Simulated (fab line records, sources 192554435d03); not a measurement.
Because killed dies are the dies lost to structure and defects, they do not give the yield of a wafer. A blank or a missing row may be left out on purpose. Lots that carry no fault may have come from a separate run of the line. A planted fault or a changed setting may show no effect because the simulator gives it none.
What tool caused it? ; flow n5_finfet ; 69 wafers from 23 lots sampled at 6 of the route's 1938 steps

== WHAT THE GAUGES SHOWED, per wafer ==
N5_STI_FIN_REVEAL_INSPECT_13: inspects for defects (darkfield). Usual: raw_defect_count reads 11 (standard deviation 5.1).
lot;measured;on;raw_defect_count;flag
L074;day 2 13:20;defect_inspect-02;9 13 9;
L075;day 2 18:13;defect_inspect-02;8 6 21;
L076;day 3 03:02;defect_inspect-01;2 8 9;
L077;day 3 07:22;defect_inspect-02;9 9 6;
L078;day 3 14:25;defect_inspect-02;23 8 17;
L079;day 3 20:58;defect_inspect-01;12 7 15;
L080;day 4 00:46;defect_inspect-01;12 13 7;
L081;day 4 08:31;defect_inspect-01;8 9 2;
L082;day 4 13:14;defect_inspect-02;25 4 16;
L083;day 4 18:59;defect_inspect-01;5 2 5;
L084;day 5 01:16;defect_inspect-02;8 16 4;
L085;day 5 07:59;defect_inspect-01;13 17 12;
L086;day 5 13:40;defect_inspect-02;11 8 8;
L087;day 5 19:40;defect_inspect-02;20 12 11;
L088;day 6 00:15;defect_inspect-01;13 10 14;
L089;day 6 07:01;defect_inspect-01;17 10 8;
L090;day 6 15:11;defect_inspect-02;9 6 7;
L091;day 6 18:52;defect_inspect-02;10 24 14;
L092;day 7 01:09;defect_inspect-01;16 11 7;
L094;day 7 14:31;defect_inspect-01;10 12 10;
L095;day 7 19:26;defect_inspect-01;12 4 6;
L096;day 8 00:46;defect_inspect-02;14 12 6;
L097;day 8 11:14;defect_inspect-02;11 7 6;

== WHAT TOOL EACH LOT RAN ON (gives the tool, then ch and the chambers of the sampled wafers, and finally the start) ==
lot;N5_FIN_SAQP_ETCH_51;N5_FIN_SAQP_STRIP_55;N5_FIN_SAQP_MANDREL1_REMOVE_56;N5_FIN_CUT_PRECLEAN_35;N5_STI_FIN_REVEAL_OXIDATION_31
L074;rie_diel-01 ch 0,2,3, day 1 22:27;rie_diel-05 ch 0,1,2, day 1 22:47;rie_si-04 ch 0,1,2, day 2 00:21;vapor_etch-01 ch 0,1, day 2 03:50;plasma_asher-02 ch 0,1, day 2 12:42
L075;rie_diel-01 ch 0,1,3, day 2 03:41;rie_diel-01 ch 1,2, day 2 04:02;rie_si-04 ch 0,3, day 2 05:33;vapor_etch-01 ch 0,1, day 2 09:00;plasma_asher-01 ch 0,1, day 2 17:36
L076;rie_diel-05 ch 0,3, day 2 10:04;rie_diel-01 ch 1,2,3, day 2 10:25;rie_si-05 ch 1,3, day 2 11:57;vapor_etch-02 ch 0,1, day 2 17:55;plasma_asher-01 ch 0,1, day 3 02:24
L077;rie_diel-04 ch 2,3, day 2 16:34;rie_diel-04 ch 0,2,3, day 2 16:55;rie_si-01 ch 0,1, day 2 18:42;vapor_etch-01 ch 0,1, day 2 22:11;plasma_asher-01 ch 0,1, day 3 06:46
L078;rie_diel-01 ch 0,1,2, day 2 22:16;rie_diel-01 ch 0,1,2, day 2 22:53;rie_si-04 ch 0,1,3, day 3 00:25;vapor_etch-02 ch 0,1, day 3 03:58;plasma_asher-02 ch 0,1, day 3 13:46
L079;rie_diel-04 ch 0,1, day 3 06:17;rie_diel-01 ch 0,2,3, day 3 06:38;rie_si-04 ch 0,1,3, day 3 08:11;vapor_etch-02 ch 0,1, day 3 11:43;plasma_asher-02 ch 0,1, day 3 20:20
L080;rie_diel-01 ch 0,1,3, day 3 10:05;rie_diel-04 ch 0,2,3, day 3 10:25;rie_si-04 ch 0,1,2, day 3 11:57;vapor_etch-02 ch 0,1, day 3 15:14;plasma_asher-02 ch 0,1, day 4 00:07
L081;rie_diel-01 ch 1,3, day 3 16:47;rie_diel-01 ch 1,2,3, day 3 17:08;rie_si-05 ch 0,1,2, day 3 19:31;vapor_etch-02 ch 0, day 3 23:22;plasma_asher-01 ch 0,1, day 4 07:53
L082;rie_diel-05 ch 0,2,3, day 3 22:19;rie_diel-05 ch 0,2,3, day 3 22:40;rie_si-05 ch 0,1,3, day 4 00:11;vapor_etch-02 ch 0,1, day 4 03:42;plasma_asher-02 ch 0,1, day 4 12:35
L083;rie_diel-04 ch 0,2, day 4 04:14;rie_diel-04 ch 0,1, day 4 04:35;rie_si-04 ch 1,2, day 4 06:11;vapor_etch-02 ch 0,1, day 4 09:43;plasma_asher-02 ch 0,1, day 4 18:22
L084;rie_diel-04 ch 1,2, day 4 09:54;rie_diel-04 ch 2,3, day 4 10:15;rie_si-04 ch 1,3, day 4 12:17;vapor_etch-01 ch 0,1, day 4 15:52;plasma_asher-02 ch 0,1, day 5 00:38
L085;rie_diel-01 ch 2,3, day 4 17:00;rie_diel-05 ch 1,2,3, day 4 17:21;rie_si-01 ch 0,1,3, day 4 18:53;vapor_etch-02 ch 1, day 4 22:17;plasma_asher-01 ch 0, day 5 07:21
L086;rie_diel-04 ch 0,1,2, day 4 22:34;rie_diel-04 ch 0,1, day 4 22:55;rie_si-05 ch 0,1,3, day 5 00:54;vapor_etch-01 ch 0,1, day 5 04:22;plasma_asher-02 ch 0,1, day 5 13:01
L087;rie_diel-01 ch 0,1, day 5 04:40;rie_diel-01 ch 0,3, day 5 05:05;rie_si-05 ch 0,3, day 5 06:43;vapor_etch-02 ch 0,1, day 5 10:23;plasma_asher-01 ch 0,1, day 5 19:03
L088;rie_diel-05 ch 0,1,2, day 5 09:53;rie_diel-05 ch 0,1,2, day 5 10:14;rie_si-04 ch 0,1, day 5 11:45;vapor_etch-01 ch 0,1, day 5 15:01;plasma_asher-01 ch 0,1, day 5 23:37
L089;rie_diel-01 ch 0,1,3, day 5 15:37;rie_diel-04 ch 0,1,3, day 5 15:58;rie_si-04 ch 0,2,3, day 5 17:59;vapor_etch-02 ch 0,1, day 5 21:37;plasma_asher-01 ch 0,1, day 6 06:23
L090;rie_diel-04 ch 0,1,3, day 5 22:35;rie_diel-01 ch 0,1, day 5 23:04;rie_si-05 ch 0,2,3, day 6 01:22;vapor_etch-01 ch 0, day 6 05:48;plasma_asher-02 ch 0,1, day 6 14:32
L091;rie_diel-01 ch 2,3, day 6 03:34;rie_diel-01 ch 0,2,3, day 6 03:56;rie_si-05 ch 0,2,3, day 6 06:16;vapor_etch-02 ch 0,1, day 6 09:37;plasma_asher-02 ch 0,1, day 6 18:14
L092;rie_diel-04 ch 0,2,3, day 6 09:46;rie_diel-04 ch 1,2,3, day 6 10:06;rie_si-04 ch 0,2,3, day 6 11:44;vapor_etch-02 ch 0,1, day 6 15:58;plasma_asher-02 ch 0,1, day 7 00:31
L094;rie_diel-01 ch 0,1,3, day 6 22:29;rie_diel-04 ch 1,3, day 6 22:55;rie_si-04 ch 0,2, day 7 00:25;vapor_etch-01 ch 0,1, day 7 03:50;plasma_asher-01 ch 0,1, day 7 13:54
L095;rie_diel-05 ch 0,2,3, day 7 04:20;rie_diel-05 ch 0,1, day 7 04:43;rie_si-05 ch 0,1,3, day 7 06:28;vapor_etch-02 ch 0,1, day 7 10:15;plasma_asher-02 ch 0,1, day 7 18:49
L096;rie_diel-05 ch 2,3, day 7 09:37;rie_diel-05 ch 0,1,3, day 7 09:58;rie_si-04 ch 0,2,3, day 7 12:05;vapor_etch-02 ch 0,1, day 7 15:40;plasma_asher-01 ch 0,1, day 8 00:08
L097;rie_diel-01 ch 0,2,3, day 7 19:40;rie_diel-05 ch 1,3, day 7 20:01;rie_si-05 ch 1,2,3, day 7 21:34;vapor_etch-01 ch 0, day 8 02:11;plasma_asher-01 ch 0,1, day 8 10:37
- N5_FIN_SAQP_ETCH_51: etches SiARC in CF4, target depth 45.5 nm, time 75.8 s.
- N5_FIN_SAQP_STRIP_55: strips in N2/H2.
- N5_FIN_SAQP_MANDREL1_REMOVE_56: chemistry HBr/Cl2/O2, target a-Si, stops on SiNx, bt time 10 s.
- N5_FIN_CUT_PRECLEAN_35: cleans in vHF, time 13.3 s.
- N5_STI_FIN_REVEAL_OXIDATION_31: chemistry O2 PLASMA REMOTE, time 20 s.

== WHAT THE TOOLS THEMSELVES READ (means of the sampled wafers that have a number; where no wafer has one, the mark that the record gives instead) ==
N5_FIN_SAQP_ETCH_51. Usual: drypump_motor_current_A 5.7 A, standard deviation 0.46; etch_rf_on_time_s 76.5 s, standard deviation 2.2; oes_product_au 0.69 a.u., standard deviation 0.076; rf_vpp_V 184.1 V, standard deviation 1; showerhead_plenum_p_Torr 2.15 Torr, standard deviation 0.053; throttle_valve_pct 15.69 %, standard deviation 0.21.
lot;tool;drypump_motor_current_A (A);etch_rf_on_time_s (s);oes_product_au (a.u.);rf_vpp_V (V);showerhead_plenum_p_Torr (Torr);throttle_valve_pct (%);flag
L074;rie_diel-01;5.9;75.6;0.71;185.0;2.22;15.64;
L075;rie_diel-01;6.0;77.0;0.69;184.0;2.17;15.79;
L076;rie_diel-05;5.1;76.6;0.75;183.5;2.13;15.56;
L077;rie_diel-04;5.6;76.7;0.59;184.2;2.11;15.73;
L078;rie_diel-01;5.8;76.1;0.67;184.9;2.18;15.77;
L079;rie_diel-04;5.7;75.1;0.74;184.0;2.11;15.47;
L080;rie_diel-01;6.0;76.7;0.68;184.9;2.16;15.82;
L081;rie_diel-01;5.9;77.7;0.64;183.9;2.14;15.93;
L082;rie_diel-05;5.6;78.8;0.67;184.4;2.13;15.77;
L083;rie_diel-04;5.5;77.3;0.63;183.1;2.09;15.66;
L084;rie_diel-04;5.4;76.5;0.66;183.6;2.13;15.69;
L085;rie_diel-01;5.5;75.4;0.69;184.4;2.22;15.66;
L086;rie_diel-04;5.6;75.7;0.69;184.2;2.12;15.59;
L087;rie_diel-01;5.9;77.8;0.63;184.2;2.14;15.96;
L088;rie_diel-05;5.9;77.9;0.72;183.4;2.11;15.62;
L089;rie_diel-01;6.0;77.2;0.67;184.1;2.16;15.85;
L090;rie_diel-04;5.8;75.4;0.76;183.9;2.12;15.43;
L091;rie_diel-01;5.8;76.7;0.68;185.9;2.20;15.72;
L092;rie_diel-04;5.7;75.2;0.78;183.3;2.09;15.35;
L094;rie_diel-01;6.0;77.4;0.65;184.4;2.15;15.86;
L095;rie_diel-05;5.6;78.2;0.71;183.0;2.12;15.66;
L096;rie_diel-05;6.1;80.6;0.67;184.3;2.12;15.84;
L097;rie_diel-01;5.9;76.1;0.67;184.2;2.20;15.74;

N5_FIN_SAQP_STRIP_55. Usual: drypump_motor_current_A 5.7 A, standard deviation 0.48; oes_product_au 0.83 a.u., standard deviation 0.097; rf_vpp_V 121.7 V, standard deviation 1.4; showerhead_plenum_p_Torr 3.35 Torr, standard deviation 0.081; temp_c 40.00 C, standard deviation 0.12; throttle_valve_pct 19.1 %, standard deviation 0.48.
lot;tool;drypump_motor_current_A (A);oes_product_au (a.u.);rf_vpp_V (V);showerhead_plenum_p_Torr (Torr);temp_c (C);throttle_valve_pct (%);flag
L074;rie_diel-05;5.9;0.82;122.3;3.32;39.99;19.2;
L075;rie_diel-01;5.6;0.76;122.1;3.42;39.93;19.7;
L076;rie_diel-01;5.7;0.80;121.0;3.43;40.11;19.3;
L077;rie_diel-04;5.8;0.74;121.3;3.31;39.96;19.2;
L078;rie_diel-01;5.8;0.78;121.6;3.44;40.02;19.4;
L079;rie_diel-01;5.9;0.82;120.8;3.45;39.97;19.0;
L080;rie_diel-04;5.8;0.73;121.8;3.31;40.11;19.1;
L081;rie_diel-01;5.7;0.79;123.5;3.43;40.17;19.4;
L082;rie_diel-05;5.6;0.80;122.1;3.33;39.93;19.4;
L083;rie_diel-04;5.8;0.86;120.4;3.34;39.98;19.1;
L084;rie_diel-04;5.6;0.68;120.6;3.32;40.05;19.2;
L085;rie_diel-05;5.8;0.79;121.8;3.31;40.03;19.3;
L086;rie_diel-04;5.6;0.89;122.8;3.40;39.87;18.9;
L087;rie_diel-01;6.1;0.82;123.1;3.40;40.00;19.0;
L088;rie_diel-05;5.9;0.85;122.0;3.30;40.06;19.2;
L089;rie_diel-04;5.8;0.90;120.9;3.33;40.04;18.8;
L090;rie_diel-01;6.0;0.74;123.2;3.36;40.11;19.7;
L091;rie_diel-01;5.9;0.79;122.1;3.44;40.07;19.0;
L092;rie_diel-04;5.7;0.94;122.9;3.35;39.89;18.7;
L094;rie_diel-04;5.8;0.94;122.5;3.33;39.88;18.5;
L095;rie_diel-05;5.3;0.87;120.8;3.26;40.01;18.8;
L096;rie_diel-05;5.3;0.92;121.9;3.27;39.96;18.8;
L097;rie_diel-05;5.5;0.90;120.3;3.26;40.06;18.7;

N5_FIN_SAQP_MANDREL1_REMOVE_56. Usual: drypump_motor_current_A 5.8 A, standard deviation 0.43; mfc_cl2_sccm 80.01 sccm, standard deviation 0.23; oes_product_au 1.003 a.u., standard deviation 0.019; throttle_valve_pct 36.8 %, standard deviation 0.45.
lot;tool;drypump_motor_current_A (A);mfc_cl2_sccm (sccm);oes_product_au (a.u.);throttle_valve_pct (%);flag
L074;rie_si-04;5.9;80.08;0.992;36.8;
L075;rie_si-04;5.9;80.03;1.007;36.8;
L076;rie_si-05;5.5;79.93;1.028;37.0;
L077;rie_si-01;5.8;80.06;1.007;36.7;
L078;rie_si-04;6.0;80.04;1.000;36.7;
L079;rie_si-04;6.0;80.19;0.991;36.7;
L080;rie_si-04;5.9;79.92;0.995;36.8;
L081;rie_si-05;5.5;80.02;1.008;36.9;
L082;rie_si-05;5.6;80.06;1.016;36.7;
L083;rie_si-04;5.6;79.68;0.980;36.9;
L084;rie_si-04;6.0;80.09;0.988;36.5;
L085;rie_si-01;5.7;79.98;1.006;36.6;
L086;rie_si-05;5.6;80.12;1.026;36.7;
L087;rie_si-05;6.0;80.19;1.019;36.4;
L088;rie_si-04;6.1;79.89;1.002;36.8;
L089;rie_si-04;5.7;79.90;1.010;36.9;
L090;rie_si-05;5.9;80.05;1.005;36.6;
L091;rie_si-05;5.9;79.84;1.007;36.6;
L092;rie_si-04;5.7;79.90;1.004;36.9;
L094;rie_si-04;5.8;80.37;1.004;37.0;
L095;rie_si-05;5.6;79.81;1.018;36.7;
L096;rie_si-04;5.7;80.15;1.002;36.9;
L097;rie_si-05;5.4;79.82;1.017;37.0;

N5_FIN_CUT_PRECLEAN_35. Usual: drypump_motor_current_A 5.7 A, standard deviation 0.32; temp_c 45.01 C, standard deviation 0.12.
lot;tool;drypump_motor_current_A (A);temp_c (C);flag
L074;vapor_etch-01;5.8;44.97;
L075;vapor_etch-01;5.6;44.93;
L076;vapor_etch-02;5.7;45.07;
L077;vapor_etch-01;5.6;44.95;
L078;vapor_etch-02;5.7;45.03;
L079;vapor_etch-02;5.7;45.11;
L080;vapor_etch-02;5.8;45.10;
L081;vapor_etch-02;6.0;44.95;
L082;vapor_etch-02;5.8;44.98;
L083;vapor_etch-02;5.7;45.06;
L084;vapor_etch-01;5.6;45.00;
L085;vapor_etch-02;5.5;45.00;
L086;vapor_etch-01;5.8;45.00;
L087;vapor_etch-02;5.7;44.97;
L088;vapor_etch-01;5.6;44.99;
L089;vapor_etch-02;5.7;44.98;
L090;vapor_etch-01;6.1;45.13;
L091;vapor_etch-02;5.7;44.96;
L092;vapor_etch-02;5.7;44.96;
L094;vapor_etch-01;5.6;44.99;
L095;vapor_etch-02;5.8;45.07;
L096;vapor_etch-02;5.7;44.98;
L097;vapor_etch-01;6.1;44.94;

N5_STI_FIN_REVEAL_OXIDATION_31. Usual: drypump_motor_current_A 6.0 A, standard deviation 0.61; heater_power_w 165 W, standard deviation 14; o2_flow_sccm 2997 sccm, standard deviation 9; temp_c 149.99 C, standard deviation 0.13.
lot;tool;drypump_motor_current_A (A);heater_power_w (W);o2_flow_sccm (sccm);temp_c (C);flag
L074;plasma_asher-02;6.2;154;2992;150.07;
L075;plasma_asher-01;6.0;169;2996;150.01;
L076;plasma_asher-01;5.9;170;2992;150.17;
L077;plasma_asher-01;6.0;171;2992;150.03;
L078;plasma_asher-02;6.4;162;2993;149.99;
L079;plasma_asher-02;6.5;164;2992;149.97;
L080;plasma_asher-02;6.4;162;3007;149.97;
L081;plasma_asher-01;5.9;168;3007;149.96;
L082;plasma_asher-02;6.4;163;2988;150.07;
L083;plasma_asher-02;6.4;164;3007;149.89;
L084;plasma_asher-02;6.2;155;3007;149.97;
L085;plasma_asher-01;5.1;175;3007;150.16;
L086;plasma_asher-02;6.4;166;2997;149.88;
L087;plasma_asher-01;5.5;174;2992;150.03;
L088;plasma_asher-01;5.5;174;3001;149.87;
L089;plasma_asher-01;5.9;170;2993;149.93;
L090;plasma_asher-02;6.5;163;2996;149.99;
L091;plasma_asher-02;6.2;153;2993;150.16;
L092;plasma_asher-02;6.4;165;2994;149.94;
L094;plasma_asher-01;5.5;169;3003;150.11;
L095;plasma_asher-02;6.2;153;2988;150.01;
L096;plasma_asher-01;5.9;170;2995;149.97;
L097;plasma_asher-01;5.5;173;3003;150.10;

== THE ANSWER, worked out from the rows above alone ==
Rule: a lot counts as off when the mean over its wafers that have a number is more than 3 standard deviations away from the usual mean. Also off: a lot with no number at a reading for which 4 or more lots have one. Where the step has rows for the other lots, those lots are counted as sound. First the gauges in route order, then the tools' own readings, where a lot's mean is used as printed above. At the first step where some lot is off, the reading lying furthest off is the one used; lots without a number count as furthest.
No lot is off on any of the readings shown, so nothing can be concluded from this.

== WHAT THE SIMULATOR PUT IN ==
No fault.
